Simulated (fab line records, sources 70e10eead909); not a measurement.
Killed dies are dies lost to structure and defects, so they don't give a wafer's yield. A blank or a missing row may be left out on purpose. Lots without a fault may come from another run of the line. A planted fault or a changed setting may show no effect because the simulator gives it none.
fab line records | flow nand_harc
record lots=12 wafers=36 last_day=25
route steps=1159 shown P_M0@265 END@1159
lots that met no fault: from a run of the same line without faults
start_h: hours from the record's first day to the start of the lot's first wafer shown | wait_h: hours since the lot's step before | " the same as in the row above | L1.1+2: a row that stands for several wafers | - no value, or no start given | * or withheld: withheld | < > ~ a bound
route shown NAME@n: a module of which the file shows steps, and the number in the route of the first | usual: mean/standard deviation of fault-free wafers | same: alike in all rows | chamber/n: place in a boat | sites: the reading at each site | _std_site: their standard deviation | _edge_site: outer sites' mean less inner sites' | radius_mm: how far each site lies from the wafer's centre | mask NAME#n: copy n | behind: the tool/chamber that last shaped the wafer | hold: why the lot was held/for how many hours/how that ended | device: the transistor (n, p or np) that didn't switch | end of line: the same wafers' tests at the end of the route | a step without rows: its recipe alone | killed: dies lost to structure and defects at the first sort, not the wafer's yield | map: a wafer's dies, x killed, . not, _ none there
set.NAME: the setting as run; set.NAME@STEP: as run at that earlier step | model.NAME: the simulator's own value behind a step, which no gauge read
steps of the route over a sample of lots; a table a step, a row a wafer
services: from which hour (start_h, from the record's first day; less than 0 if before it) a tool's chamber was out of use, for how many hours, and why
## steps
# step NHARC_P_M0_INSPECT_11
# usual raw_defect_count=4.1/2.2
# columns lot.wafer tool chamber start_h wait_h raw_defect_count
L697.1 defect_inspect-01 - 109.12 0.0 5
L697.3 " - " " 6
L697.4 " - " " 9
L698.1 defect_inspect-01 - 124.40 0.0 6
L698.4 " - " " 3
L698.5 " - " " 6
L699.2 defect_inspect-01 - 127.44 0.1 4
L699.3 " - " " 4
L699.5 " - " " 4
L701.1 defect_inspect-02 - 139.33 0.0 6
L701.5 " - " " 4
L701.6 " - " " 4
L700.1 defect_inspect-02 - 140.00 0.0 2
L700.2 " - " " 4
L700.3 " - " " 4
L703.3 defect_inspect-02 - 160.16 0.0 10
L703.4 " - " " 12
L703.6 " - " " 12
L704.2 defect_inspect-01 - 164.78 0.0 3
L704.5 " - " " 6
L704.6 " - " " 4
L705.1 defect_inspect-01 - 165.58 0.0 8
L705.4 " - " " 5
L705.6 " - " " 5
L710.2 defect_inspect-01 - 189.71 0.0 4
L710.4 " - " " 3
L710.5 " - " " 7
L717.1 defect_inspect-01 - 225.77 0.0 4
L717.4 " - " " 2
L717.6 " - " " 4
L719.1 defect_inspect-02 - 242.70 0.0 1
L719.2 " - " " 3
L719.4 " - " " 6
L720.2 defect_inspect-01 - 257.25 0.0 3
L720.3 " - " " 6
L720.4 " - " " 4
# step NHARC_P_M0_ETCH_34
# recipe target_depth_a=400 overetch_a=120 time_s=43.94 ion_energy_ev=200 n2_flow_sccm=150 h2_flow_sccm=150 ar_flow_sccm=0 rf_w=400 bias_w=150 chemistry=N2/H2
# usual drypump_motor_current_A=5.7/0.31 oes_product_au=1.003/0.0083 rf_vpp_V=431/3.1 showerhead_plenum_p_Torr=2.05/0.11 throttle_valve_pct=14.171/0.009
# columns lot.wafer tool chamber start_h wait_h drypump_motor_current_A oes_product_au rf_hours_counter_h rf_vpp_V showerhead_plenum_p_Torr throttle_valve_pct
L697.1 rie_diel-03 3 109.27 0.1 6.0 1.013 4 426 1.91 14.178
L697.4 " 0 " " 5.8 1.017 4 436 2.17 14.184
L697.3 " 2 " " 5.5 1.015 4 427 1.96 14.172
L698.1 rie_diel-03 0 124.55 0.1 5.8 1.015 5 434 2.17 14.172
L698.4 " 2 " " 5.5 1.018 5 428 1.96 14.151
L698.5 " 1 " " 6.0 1.011 - 433 2.15 14.162
L699.3 rie_diel-05 0 127.59 0.1 6.0 1.006 8 432 2.08 14.167
L699.2 " 2 " " 5.5 0.991 10 436 2.20 14.167
L699.5 " 0 " " 6.0 0.996 - 432 2.08 14.176
L701.1 rie_diel-03 0 139.49 0.1 5.7 1.004 6 435 2.17 14.164
L701.5 " 0 " " 5.8 1.008 - 434 2.17 14.177
L701.6 " 2 " " 5.5 0.999 - 430 1.96 14.174
L700.1 rie_diel-05 2 140.15 0.1 5.5 0.989 13 435 2.20 14.162
L700.2 " 3 " " 5.3 0.997 10 427 1.91 14.166
L700.3 " 0 " " 6.1 1.011 10 432 2.08 14.167
L703.4 rie_diel-10 2 160.31 0.1 5.6 0.992 10 435 2.20 14.156
L703.3 " 3 " " 6.2 1.016 8 429 1.97 14.186
L703.6 " 0 " " 5.4 1.004 - 428 1.95 14.176
L704.2 rie_diel-03 0 164.95 0.1 5.8 1.015 8 433 2.17 14.168
L704.6 " 2 " " 5.5 1.009 - 428 1.96 14.179
L704.5 " 3 " " 6.0 1.006 - 427 1.90 14.183
L705.1 rie_diel-03 3 165.75 0.1 6.1 1.003 7 426 1.90 14.174
L705.4 " 2 " " 5.5 1.008 - 428 1.96 14.172
L705.6 " 3 " " 6.0 0.995 - 427 1.90 14.174
L710.2 rie_diel-10 2 189.87 0.1 5.6 1.001 0 435 2.20 14.176
L710.4 " 3 " " 6.3 0.992 1 429 1.97 14.162
L710.5 " 1 " " 5.2 0.991 - 431 2.07 14.169
L717.4 rie_diel-03 3 225.92 0.1 6.0 0.998 0 427 1.90 14.166
L717.1 " 1 " " 6.0 1.005 0 432 2.14 14.165
L717.6 " 0 " " 5.8 1.004 - 435 2.17 14.174
L719.4 rie_diel-05 1 242.85 0.1 5.7 1.008 4 432 2.08 14.179
L719.1 " 3 " " 5.3 1.013 4 426 1.90 14.179
L719.2 " 0 " " 6.0 1.019 5 431 2.08 14.162
L720.4 rie_diel-10 3 257.40 0.1 6.2 0.995 6 429 1.97 14.152
L720.2 " 0 " " 5.4 1.002 6 428 1.95 14.172
L720.3 " 1 " " 5.3 0.989 6 433 2.07 14.173
# step NHARC_P_M0_ECD_22
# recipe target_thk_a=4000 bath_temp_c=25 material=Cu
# usual bath_heat_duty_pct=6.5/0.92
# columns lot.wafer tool chamber start_h wait_h bath_heat_duty_pct
L697.1 ecd_cu-02 1 110.51 - 6.2
L697.3 " 0 " " 6.3
L697.4 " 1 " " 6.1
L698.1 ecd_cu-01 1 125.86 - 5.8
L698.4 " 1 " " 5.2
L698.5 " 1 " " 6.8
L699.2 ecd_cu-01 1 128.83 - 5.6
L699.3 " 1 " " 6.4
L699.5 " 0 " " 7.4
L701.1 ecd_cu-02 1 140.77 - 6.0
L701.5 " 0 " " 5.9
L701.6 " 1 " " 6.8
L700.1 ecd_cu-01 0 141.40 - 8.1
L700.2 " 1 " " 5.5
L700.3 " 0 " " 7.4
L703.4 ecd_cu-01 1 161.63 - 6.4
L703.3 " 0 " " 8.5
L703.6 " 1 " " 6.9
L704.2 ecd_cu-02 1 166.48 - 5.8
L704.5 " 0 " " 6.3
L704.6 " 1 " " 6.4
L705.1 ecd_cu-02 1 167.03 - 4.9
L705.4 " 0 " " 5.3
L705.6 " 0 " " 5.9
L710.2 ecd_cu-02 0 191.14 - 6.0
L710.4 " 1 " " 6.5
L710.5 " 0 " " 5.4
L717.1 ecd_cu-01 1 227.15 - 6.6
L717.4 " 1 " " 6.4
L717.6 " 0 " " 8.6
L719.1 ecd_cu-01 0 244.10 - 8.2
L719.2 " 1 " " 5.5
L719.4 " 0 " " 7.4
L720.2 ecd_cu-02 0 258.65 - 6.5
L720.4 " 1 " " 6.0
L720.3 " 0 " " 6.1
# step NHARC_P_M0_CMP_23
# recipe t_overpolish_s=20 target_thk_nm=117.53
# usual motor_current_A=11.9/1.3 time_to_endpoint_s=28.9/2.5
# same t_overpolish_s=20
# columns lot.wafer tool chamber start_h wait_h motor_current_A time_to_endpoint_s
L697.4 cmp-02 2 111.49 - 12.0 30.2
L697.3 " 3 " " 16.4 34.3
L697.1 " 0 " " 11.2 32.8
L698.1 cmp-03 0 127.51 - 11.8 27.5
L698.4 " 2 " " 11.5 27.3
L698.5 " 3 " " 11.2 32.4
L699.2 cmp-01 1 129.56 - 11.6 28.3
L699.3 " 0 " " 11.6 27.1
L699.5 " 2 " " 10.6 28.5
L701.1 cmp-03 2 141.45 - 10.9 26.2
L701.5 " 2 " " 11.8 27.0
L701.6 " 3 " " 11.5 29.6
L700.3 cmp-03 2 142.16 - 10.9 28.9
L700.1 " 3 " " 11.1 32.4
L700.2 " 0 " " 11.6 26.2
L703.4 cmp-01 3 162.27 - 12.7 31.6
L703.3 " 1 " " 11.1 29.1
L703.6 " 3 " " 13.2 30.7
L704.2 cmp-01 3 167.27 - 13.2 30.5
L704.5 " 0 " " 11.0 28.3
L704.6 " 1 " " 10.8 27.0
L705.4 cmp-03 3 167.78 - 11.3 28.0
L705.1 " 2 " " 10.7 27.2
L705.6 " 0 " " 12.2 22.0
L710.2 cmp-02 0 191.90 - 11.2 30.1
L710.4 " 1 " " 12.6 18.1
L710.5 " 2 " " 12.0 31.3
L717.1 cmp-01 2 227.85 - 10.2 32.0
L717.4 " 3 " " 13.2 32.4
L717.6 " 2 " " 10.5 32.5
L719.4 cmp-02 1 244.83 - 13.5 26.6
L719.2 " 2 " " 12.2 26.6
L719.1 " 3 " " 16.5 31.0
L720.3 cmp-01 2 259.33 - 11.0 26.0
L720.2 " 0 " " 11.5 27.1
L720.4 " 1 " " 11.4 26.3
# step NHARC_P_M0_THK_MEAS_24
# recipe thk_meas_gauge=xrf
# usual thk_nm=117.6/1.3
# columns lot.wafer tool chamber start_h wait_h thk_nm
L697.1 film_metro-02 - 111.81 - 118.5
L697.3 " - " " 119.1
L697.4 " - " " 117.9
L698.1 film_metro-01 - 127.80 - 118.3
L698.4 " - " " 116.2
L698.5 " - " " 118.8
L699.2 film_metro-01 - 129.87 - 116.4
L699.3 " - " " 119.5
L699.5 " - " " 118.5
L701.1 film_metro-01 - 141.76 - 116.2
L701.5 " - " " 117.4
L701.6 " - " " 118.1
L700.1 film_metro-02 - 142.44 - 118.5
L700.2 " - " " 115.9
L700.3 " - " " 117.3
L703.3 film_metro-02 - 162.56 - 117.6
L703.4 " - " " 119.2
L703.6 " - " " 117.7
L704.2 film_metro-02 - 167.50 - 117.3
L704.5 " - " " 118.2
L704.6 " - " " 118.4
L705.1 film_metro-01 - 168.10 - 118.9
L705.4 " - " " 119.9
L705.6 " - " " 118.1
L710.2 film_metro-02 - 192.16 - 119.2
L710.4 " - " " 119.2
L710.5 " - " " 119.4
L717.1 film_metro-01 - 228.14 - 116.7
L717.4 " - " " 119.5
L717.6 " - " " 117.2
L719.1 film_metro-02 - 245.15 - 117.2
L719.2 " - " " 117.9
L719.4 " - " " 115.8
L720.2 film_metro-02 - 259.65 - 115.3
L720.3 " - " " 116.1
L720.4 " - " " 117.5
# step NHARC_END_SORT_01
# recipe temp_c=25
# usual defect_limited_yield=95.6/1.4 killed_at_array=25/9.2 killed_at_other=0.8/1.2 killed_at_periphery=3.9/2.6 killed_dies=30/9.7 killed_open=3.4/1.9 killed_short=2.0/1.4 sort_bin_2_pct=1.4/0.62 sort_bin_3_pct=0.24/0.2 sort_bin_4_pct=2.8/0.92 sort_n_pass=647/9.7 sort_rim_yield_pct=94/3.3 sort_yield_pct=95.6/1.4
# same gross_dies=677 sort_bin_5_pct[%]=0 sort_bin_6_pct[%]=0 sort_bin_7_pct[%]=0 sort_bin_8_pct[%]=0 sort_rim_n_gross=106.00
# columns lot.wafer tool chamber start_h wait_h defect_limited_yield[%] killed_at_array killed_at_other killed_at_periphery killed_dies killed_open killed_short sort_bin_2_pct[%] sort_bin_3_pct[%] sort_bin_4_pct[%] sort_n_pass sort_rim_yield_pct[%] sort_yield_pct[%]
L698.1 prober-02 0 451.39 2.5 97.3 14 0 4 18 1 0 0.7 0 1.9 659 97 97.3
L698.4 prober-02 0 453.81 3.4 96.8 19 0 3 22 2 3 1.0 0.30 1.9 655 93 96.8
L698.5 prober-02 0 454.61 3.7 97.9 11 0 3 14 1 0 0.6 0 1.5 663 95 97.9
L697.1 prober-01 0 459.25 2.5 96.0 20 0 7 27 1 0 0.9 0.30 2.8 650 88 96.0
L697.3 prober-01 0 460.84 3.1 97.3 15 0 3 18 2 1 0.6 0.15 1.9 659 93 97.3
L697.4 prober-01 0 461.64 3.4 95.9 21 0 7 28 4 4 0.6 0.30 3.2 649 92 95.9
L699.2 prober-02 0 460.00 2.8 97.0 14 0 6 20 4 0 0.6 0 2.4 657 98 97.0
L699.3 prober-02 0 460.80 3.1 97.3 15 0 3 18 4 1 0.9 0.15 1.6 659 97 97.3
L699.5 prober-02 0 462.38 3.7 96.2 18 0 8 26 4 2 1.3 0.30 2.2 651 98 96.2
L700.1 prober-02 0 466.98 2.5 97.9 10 0 4 14 3 3 0.4 0.15 1.5 663 95 97.9
L700.2 prober-02 0 467.77 2.8 97.5 10 0 7 17 2 3 0.7 0.15 1.6 660 96 97.5
L700.3 prober-02 0 468.56 3.1 97.9 9 1 4 14 1 2 0.6 0 1.5 663 99 97.9
L701.1 prober-02 0 475.65 2.5 95.3 27 0 5 32 2 3 1.6 0.30 2.8 645 92 95.3
L701.5 prober-02 0 478.90 3.7 93.9 35 0 6 41 7 1 1.6 0.89 3.5 636 86 93.9
L701.6 prober-02 0 479.71 4.1 93.2 38 0 8 46 4 1 1.9 0.15 4.7 631 92 93.2
L705.1 prober-01 0 483.29 2.6 95.0 29 0 5 34 1 5 1.6 0.44 3.0 643 92 95.0
L705.4 prober-01 0 485.70 3.4 94.4 32 0 6 38 5 3 1.6 0.44 3.5 639 94 94.4
L705.6 prober-01 0 487.30 4.0 93.5 38 0 6 44 6 5 1.8 0 4.7 633 89 93.5
L704.2 prober-02 0 484.31 2.8 95.3 29 2 1 32 4 1 1.0 0.44 3.2 645 96 95.3
L704.5 prober-02 0 486.70 3.7 94.8 30 0 5 35 5 4 2.2 0.44 2.5 642 96 94.8
L704.6 prober-02 0 487.50 4.0 96.3 24 0 1 25 2 2 1.0 0.44 2.2 652 95 96.3
L703.3 prober-01 0 492.66 3.1 96.6 13 0 10 23 3 0 1.2 0.15 2.1 654 94 96.6
L703.4 prober-01 0 493.45 3.4 96.3 15 0 10 25 4 0 1.0 0.15 2.5 652 96 96.3
L703.6 prober-01 0 495.04 4.0 97.5 8 0 9 17 1 1 0.9 0.15 1.5 660 100 97.5
L710.2 prober-02 0 508.28 2.8 96.2 23 0 3 26 4 2 1.2 0.15 2.5 651 95 96.2
L710.4 prober-02 0 509.88 3.4 96.8 18 1 3 22 2 1 1.9 0.30 1.0 655 95 96.8
L710.5 prober-02 0 510.69 3.7 96.8 14 2 6 22 5 2 0.6 0 2.7 655 96 96.8
L717.1 prober-02 0 551.72 2.5 94.5 32 0 5 37 3 1 2.4 0.30 2.8 640 92 94.5
L717.4 prober-02 0 554.09 3.4 94.2 33 1 5 39 3 4 2.1 0.59 3.1 638 92 94.2
L717.6 prober-02 0 555.68 4.0 94.2 33 0 6 39 4 2 1.9 0.30 3.5 638 96 94.2
L719.1 prober-01 0 559.62 2.5 94.7 34 0 2 36 5 3 1.2 0.15 4.0 641 91 94.7
L719.2 prober-01 0 560.41 2.8 95.3 28 1 3 32 3 5 1.8 0.15 2.8 645 93 95.3
L719.4 prober-01 0 561.98 3.4 93.9 34 1 6 41 0 3 2.2 0.44 3.4 636 86 93.9
L720.2 prober-02 0 591.64 2.8 96.2 17 3 6 26 5 1 1.0 0 2.8 651 94 96.2
L720.3 prober-02 0 592.43 3.1 95.6 27 1 2 30 9 1 2.1 0.15 2.2 647 97 95.6
L720.4 prober-02 0 593.22 3.4 98.1 12 0 1 13 2 2 0.6 0 1.3 664 98 98.1
# killed by level:class
L698.1 P_STI:chamber_film_flake=4 A_CHANNEL_HOLE_D1:chamber_film_flake=4 A_STAIRCASE:chamber_film_flake=3 A_SLIT:chamber_film_flake=3 A_M0:geometric_particle:open=1 A_ZERO_WELL:chamber_film_flake=1 A_WL_FILL:chamber_film_flake=1 A_CONTACT:chamber_film_flake=1
L698.4 A_SLIT:chamber_film_flake=6 A_STAIRCASE:chamber_film_flake=3 A_CONTACT:chamber_film_flake=3 P_GATE:chamber_film_flake=2 A_WL_FILL:chamber_film_flake=2 P_M1:geometric_particle:open=1 A_CHANNEL_HOLE_D1:geometric_particle:short=1 A_CONTACT:geometric_particle:short=1
L698.5 A_SLIT:chamber_film_flake=4 A_STAIRCASE:chamber_film_flake=2 A_CONTACT:chamber_film_flake=2 A_ONON_D1:geometric_particle:open=1 P_STI:chamber_film_flake=1 P_GATE:chamber_film_flake=1 P_BONDPAD:chamber_film_flake=1 A_CHANNEL_HOLE_D1:chamber_film_flake=1
L697.1 A_SLIT:chamber_film_flake=10 A_STAIRCASE:chamber_film_flake=3 A_BONDPAD:chamber_film_flake=3 P_STI:chamber_film_flake=2 P_BONDPAD:chamber_film_flake=2 A_CHANNEL_HOLE_D1:chamber_film_flake=2 P_STI:geometric_particle:open=1 P_ZERO_WELL:chamber_film_flake=1
L699.2 A_CHANNEL_HOLE_D1:chamber_film_flake=7 A_CONTACT:chamber_film_flake=3 P_CONTACT:geometric_particle:open=2 P_STI:chamber_film_flake=2 A_STAIRCASE:chamber_film_flake=2 P_M2:geometric_particle:open=1 A_SGD_CUT:geometric_particle:open=1 P_GATE:chamber_film_flake=1
L699.3 A_CHANNEL_HOLE_D1:chamber_film_flake=5 A_CONTACT:chamber_film_flake=4 A_CHANNEL_FILL_D1:geometric_particle:open=2 P_CONTACT:geometric_particle:open=1 P_M0:geometric_particle:open=1 A_M0:geometric_particle:short=1 P_STI:chamber_film_flake=1 A_STAIRCASE:chamber_film_flake=1
L697.3 A_SLIT:chamber_film_flake=8 P_STI:chamber_film_flake=2 A_CHANNEL_FILL_D1:geometric_particle:open=1 A_CONTACT:geometric_particle:short=1 A_M0:geometric_particle:open=1 P_ZERO_WELL:chamber_film_flake=1 A_CHANNEL_HOLE_D1:chamber_film_flake=1 A_STAIRCASE:chamber_film_flake=1
L697.4 A_SLIT:chamber_film_flake=8 P_STI:chamber_film_flake=5 A_ONON_D1:geometric_particle:short=2 A_WL_FILL:geometric_particle:short=2 A_CONTACT:geometric_particle:open=2 P_ZERO_WELL:chamber_film_flake=2 A_STAIRCASE:chamber_film_flake=2 A_BONDPAD:chamber_film_flake=2
L699.5 A_CHANNEL_HOLE_D1:chamber_film_flake=13 P_CONTACT:geometric_particle:open=3 P_STI:chamber_film_flake=3 A_CONTACT:chamber_film_flake=2 P_STI:geometric_particle:short=1 A_CHANNEL_FILL_D1:geometric_particle:open=1 A_CHANNEL_FILL_D1:geometric_particle:short=1 P_BONDPAD:chamber_film_flake=1
L700.1 A_STAIRCASE:chamber_film_flake=3 P_M0:geometric_particle:open=2 A_M1:chamber_film_flake=2 P_CONTACT:geometric_particle:short=1 A_CHANNEL_FILL_D1:geometric_particle:short=1 A_BLC:geometric_particle:short=1 A_BLC:geometric_particle:open=1 P_GATE:chamber_film_flake=1
L700.2 A_CHANNEL_HOLE_D1:chamber_film_flake=4 P_CONTACT:geometric_particle:short=2 P_GATE:chamber_film_flake=2 A_STAIRCASE:chamber_film_flake=2 A_M1:chamber_film_flake=2 P_M0:geometric_particle:open=1 P_M1:geometric_particle:short=1 A_BLC:geometric_particle:open=1
L700.3 A_STAIRCASE:chamber_film_flake=5 P_GATE:chamber_film_flake=2 P_M0:geometric_particle:short=1 A_BLC:geometric_particle:open=1 P_M2:chamber_film_flake=1 STARTING-WAFER:geometric_particle:short=1 A_CHANNEL_HOLE_D1:chamber_film_flake=1 A_CHANNEL_FILL_D1:chamber_film_flake=1
L701.1 A_CHANNEL_HOLE_D1:chamber_film_flake=8 A_SLIT:chamber_film_flake=7 A_STAIRCASE:chamber_film_flake=5 P_M2:chamber_film_flake=3 A_CONTACT:chamber_film_flake=2 A_ONON_D1:geometric_particle:open=1 A_ONON_D1:geometric_particle:short=1 A_CHANNEL_FILL_D1:geometric_particle:short=1
L701.5 A_SLIT:chamber_film_flake=11 A_CHANNEL_HOLE_D1:chamber_film_flake=9 A_STAIRCASE:chamber_film_flake=6 A_CONTACT:geometric_particle:open=2 A_BLC:geometric_particle:open=2 P_STI:chamber_film_flake=2 P_M2:chamber_film_flake=2 P_CONTACT:geometric_particle:open=1
L701.6 A_CHANNEL_HOLE_D1:chamber_film_flake=16 A_SLIT:chamber_film_flake=10 P_M2:chamber_film_flake=4 A_STAIRCASE:chamber_film_flake=4 A_M0:geometric_particle:open=3 P_STI:chamber_film_flake=2 P_GATE:chamber_film_flake=2 A_CONTACT:chamber_film_flake=2
L705.1 A_SLIT:chamber_film_flake=9 A_STAIRCASE:chamber_film_flake=5 A_SGD_CUT:chamber_film_flake=5 P_STI:chamber_film_flake=4 A_CONTACT:chamber_film_flake=3 A_CHANNEL_HOLE_D1:chamber_film_flake=2 P_M0:geometric_particle:open=1 A_SOURCE_PLATE:geometric_particle:short=1
L704.2 A_CHANNEL_HOLE_D1:chamber_film_flake=12 A_STAIRCASE:chamber_film_flake=5 A_CONTACT:chamber_film_flake=3 A_WL_FILL:geometric_particle:open=2 THIN_TSV:chamber_film_flake=2 A_ONON_D1:geometric_particle:open=1 A_WL_FILL:geometric_particle:short=1 A_CONTACT:geometric_particle:open=1
L705.4 A_SLIT:chamber_film_flake=12 A_STAIRCASE:chamber_film_flake=8 P_STI:chamber_film_flake=3 A_SGD_CUT:chamber_film_flake=3 P_M0:geometric_particle:open=2 A_CHANNEL_HOLE_D1:chamber_film_flake=2 A_CHANNEL_FILL_D1:geometric_particle:short=1 A_WL_FILL:geometric_particle:open=1
L704.5 A_CHANNEL_HOLE_D1:chamber_film_flake=17 A_STAIRCASE:chamber_film_flake=3 A_CHANNEL_FILL_D1:geometric_particle:short=2 A_WL_FILL:geometric_particle:open=2 P_GATE:chamber_film_flake=2 P_CONTACT:geometric_particle:short=1 P_M1:geometric_particle:open=1 A_SOURCE_PLATE:geometric_particle:open=1
L705.6 A_SLIT:chamber_film_flake=15 A_STAIRCASE:chamber_film_flake=5 A_SGD_CUT:chamber_film_flake=5 A_CHANNEL_HOLE_D1:chamber_film_flake=4 A_CONTACT:geometric_particle:open=3 P_STI:chamber_film_flake=2 A_CONTACT:chamber_film_flake=2 P_ZERO_WELL:geometric_particle:short=1
L704.6 A_CHANNEL_HOLE_D1:chamber_film_flake=9 A_STAIRCASE:chamber_film_flake=5 A_CONTACT:chamber_film_flake=3 A_WL_FILL:chamber_film_flake=2 A_ONON_D1:geometric_particle:open=1 A_CHANNEL_FILL_D1:geometric_particle:short=1 A_M0:geometric_particle:open=1 A_M0:geometric_particle:short=1
L703.3 P_ZERO_WELL:chamber_film_flake=5 A_STAIRCASE:chamber_film_flake=5 A_CHANNEL_HOLE_D1:chamber_film_flake=3 P_STI:chamber_film_flake=2 A_CONTACT:chamber_film_flake=2 P_GATE:geometric_particle:open=1 P_M0:geometric_particle:open=1 A_CONTACT:geometric_particle:open=1
L703.4 P_ZERO_WELL:chamber_film_flake=7 A_CHANNEL_HOLE_D1:chamber_film_flake=4 P_STI:chamber_film_flake=3 A_SLIT:chamber_film_flake=3 A_WL_FILL:geometric_particle:open=2 A_STAIRCASE:chamber_film_flake=2 A_CHANNEL_FILL_D1:geometric_particle:open=1 A_CONTACT:geometric_particle:open=1
L703.6 P_ZERO_WELL:chamber_film_flake=5 P_STI:chamber_film_flake=4 A_CHANNEL_HOLE_D1:chamber_film_flake=2 A_STAIRCASE:chamber_film_flake=2 A_CONTACT:chamber_film_flake=2 A_CONTACT:geometric_particle:short=1 A_CONTACT:geometric_particle:open=1
L710.2 A_CHANNEL_HOLE_D1:chamber_film_flake=12 A_SGD_CUT:chamber_film_flake=3 A_CONTACT:chamber_film_flake=2 P_CONTACT:geometric_particle:short=1 P_CONTACT:geometric_particle:open=1 A_CHANNEL_FILL_D1:geometric_particle:short=1 A_WL_FILL:geometric_particle:open=1 A_BLC:geometric_particle:open=1
L710.4 A_CHANNEL_HOLE_D1:chamber_film_flake=9 A_SGD_CUT:chamber_film_flake=3 P_M0:chamber_film_flake=2 A_CONTACT:chamber_film_flake=2 P_M1:geometric_particle:open=1 A_CHANNEL_FILL_D1:geometric_particle:open=1 A_CONTACT:geometric_particle:short=1 A_ZERO_WELL:chamber_film_flake=1
L710.5 A_CHANNEL_HOLE_D1:chamber_film_flake=6 A_CONTACT:chamber_film_flake=4 THIN_TSV:chamber_film_flake=2 P_GATE:geometric_particle:short=1 P_GATE:geometric_particle:open=1 P_CONTACT:geometric_particle:short=1 P_M2:geometric_particle:open=1 A_ONON_D1:geometric_particle:open=1
L717.1 A_CHANNEL_HOLE_D1:chamber_film_flake=13 A_SLIT:chamber_film_flake=9 A_CONTACT:chamber_film_flake=6 P_M0:chamber_film_flake=3 P_GATE:geometric_particle:open=1 A_CHANNEL_FILL_D1:geometric_particle:open=1 A_CONTACT:geometric_particle:open=1 A_CONTACT:geometric_particle:short=1
L717.4 A_SLIT:chamber_film_flake=11 A_CHANNEL_HOLE_D1:chamber_film_flake=10 A_CHANNEL_FILL_D1:chamber_film_flake=3 A_CONTACT:chamber_film_flake=3 P_M0:chamber_film_flake=2 P_CONTACT:geometric_particle:short=1 P_CONTACT:geometric_particle:open=1 A_SOURCE_PLATE:geometric_particle:short=1
L717.6 A_CHANNEL_HOLE_D1:chamber_film_flake=15 A_SLIT:chamber_film_flake=10 A_CONTACT:geometric_particle:open=2 P_ZERO_WELL:chamber_film_flake=2 P_M0:chamber_film_flake=2 A_CONTACT:chamber_film_flake=2 P_CONTACT:geometric_particle:open=1 P_M0:geometric_particle:open=1
L719.1 A_SLIT:chamber_film_flake=11 A_CONTACT:chamber_film_flake=9 A_CHANNEL_HOLE_D1:chamber_film_flake=6 A_CHANNEL_FILL_D1:geometric_particle:open=2 P_M1:geometric_particle:short=1 P_M2:geometric_particle:open=1 A_CHANNEL_FILL_D1:geometric_particle:short=1 A_WL_FILL:geometric_particle:open=1
L719.2 A_SLIT:chamber_film_flake=10 A_CHANNEL_HOLE_D1:chamber_film_flake=7 A_CONTACT:chamber_film_flake=4 A_M0:geometric_particle:open=2 P_M1:geometric_particle:short=1 A_ONON_D1:geometric_particle:short=1 A_CHANNEL_FILL_D1:geometric_particle:short=1 A_WL_FILL:geometric_particle:short=1
L719.4 A_SLIT:chamber_film_flake=12 A_CHANNEL_HOLE_D1:chamber_film_flake=10 A_CONTACT:chamber_film_flake=5 P_STI:chamber_film_flake=2 P_BONDPAD:chamber_film_flake=2 A_STAIRCASE:chamber_film_flake=2 A_WL_FILL:chamber_film_flake=2 A_SOURCE_PLATE:geometric_particle:short=1
L720.2 A_CHANNEL_HOLE_D1:chamber_film_flake=10 P_M1:chamber_film_flake=3 THIN_TSV:chamber_film_flake=2 P_GATE:geometric_particle:open=1 P_M1:geometric_particle:open=1 A_CHANNEL_HOLE_D1:geometric_particle:open=1 A_SGD_CUT:geometric_particle:open=1 A_M0:geometric_particle:open=1
L720.3 A_CHANNEL_HOLE_D1:chamber_film_flake=7 A_WL_FILL:chamber_film_flake=5 A_M0:geometric_particle:open=3 A_M0:chamber_film_flake=3 A_ONON_D1:geometric_particle:open=2 A_STAIRCASE:chamber_film_flake=2 A_CONTACT:chamber_film_flake=2 P_GATE:geometric_particle:open=1
L720.4 A_CHANNEL_HOLE_D1:chamber_film_flake=4 A_M0:chamber_film_flake=3 P_STI:geometric_particle:short=1 A_ONON_D1:geometric_particle:open=1 A_CHANNEL_FILL_D1:geometric_particle:short=1 A_M1:geometric_particle:open=1 A_SLIT:chamber_film_flake=1 A_CONTACT:chamber_film_flake=1
## services
# columns tool chamber start_h hours kind
ecd_cu-01 - 96.19 8.0 pm
ecd_cu-02 - 101.00 0.3 repair
cmp-01 - 103.10 2.1 repair
rie_diel-10 1 113.22 1.4 repair
rie_diel-10 3 119.27 11.2 repair
cmp-01 - 125.61 3.0 repair
cmp-02 - 128.50 4.0 pm
rie_diel-05 3 130.34 8.5 repair
rie_diel-03 3 135.09 13.8 repair
cmp-03 - 156.00 4.0 pm
rie_diel-03 1 157.87 9.1 repair
rie_diel-05 - 163.60 9.0 pm
ecd_cu-01 - 164.63 4.5 repair
cmp-01 - 169.17 1.0 repair
cmp-03 - 177.76 0.9 repair
ecd_cu-02 - 180.00 8.0 pm
cmp-01 - 181.72 4.0 pm
cmp-03 - 210.26 1.8 repair
cmp-01 - 211.94 1.6 repair
rie_diel-03 - 215.30 9.0 pm
ecd_cu-02 - 230.95 2.2 repair
rie_diel-03 1 242.74 9.6 repair
cmp-01 - 251.44 2.1 repair
cmp-03 - 254.11 4.0 pm
## key
first_sign step=NHARC_P_M0_CMP_23 reading=time_to_endpoint_s direction=down sigmas=4.2 usual=* struck=*
effect none on later readings
met_at NHARC_P_M0_ECD_22
struck_lots L710
struck_wafers L710.4
not_acting_at NHARC_P_M0_INSPECT_11,NHARC_P_M0_ETCH_34,NHARC_P_M0_THK_MEAS_24
onset_between 167.03 191.14
fault kind=process_parameter_drift tool=ecd_cu-02 chamber=- onset_h=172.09 steps=NHARC_P_M0_ECD_22 channel=target_thk_a offset=* shape=step end_h=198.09 scope=struck_wafers_only acts_in=* stated=*
